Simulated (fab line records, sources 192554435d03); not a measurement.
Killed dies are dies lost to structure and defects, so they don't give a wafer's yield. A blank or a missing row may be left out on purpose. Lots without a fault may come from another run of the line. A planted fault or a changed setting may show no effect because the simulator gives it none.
Chamber matching | flow n5_finfet | N5_BEOL_M3_DESCUM_16 on rie_diel-01: 4 sister chambers
The step chemistry O2, time 7 s. 4 wafers are shown with their chamber, then 8 later ones without.

WAFERS WITH THEIR CHAMBER
wafer  | chamber | showerhead_plenum_p_Torr (Torr)
L084.3 | 1       | 1.97
L084.5 | 0       | 2.11
L086.6 | 2       | 2.04
L088.4 | 3       | 1.98

WAFERS WITHOUT THEIR CHAMBER
wafer  | showerhead_plenum_p_Torr (Torr)
L088.5 | 2.10
L088.6 | 1.96
L093.2 | 2.10
L093.4 | 2.04
L093.5 | 2.23
L097.3 | 2.22
L097.4 | 1.98
L097.5 | 1.98

WHICH CHAMBER EACH WENT THROUGH
wafer  | from the rows above               | in truth
L088.5 | can't be placed: 0 or 2 or 3      | 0
L088.6 | can't be placed: 1 or 3 or 2      | 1
L093.2 | can't be placed: 0 or 2 or 3      | 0
L093.4 | can't be placed: 2 or 3 or 0 or 1 | 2
L093.5 | can't be placed: 0 or 2           | 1
L097.3 | can't be placed: 0 or 2           | 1
L097.4 | can't be placed: 3 or 1 or 2      | 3
L097.5 | can't be placed: 3 or 1 or 2      | 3
Placed correctly: 0 of 8. Can't be placed from these rows: 8 (the true chamber is among the candidates in 6). Placed wrongly: 0.
How it was worked out, from the rows above alone: a wafer's distance from a chamber is the root of the sum, over the readings, of the square of ((its reading less the chamber's mean) divided by the reading's scatter). The wafer belongs to the nearest chamber; if the next one is less than 2 further off, it can't be placed. A chamber's mean is the mean of its shown wafers. The scatter: with one shown wafer a chamber, the root of the mean of the squares of how far each hidden wafer lies from its nearest shown one.
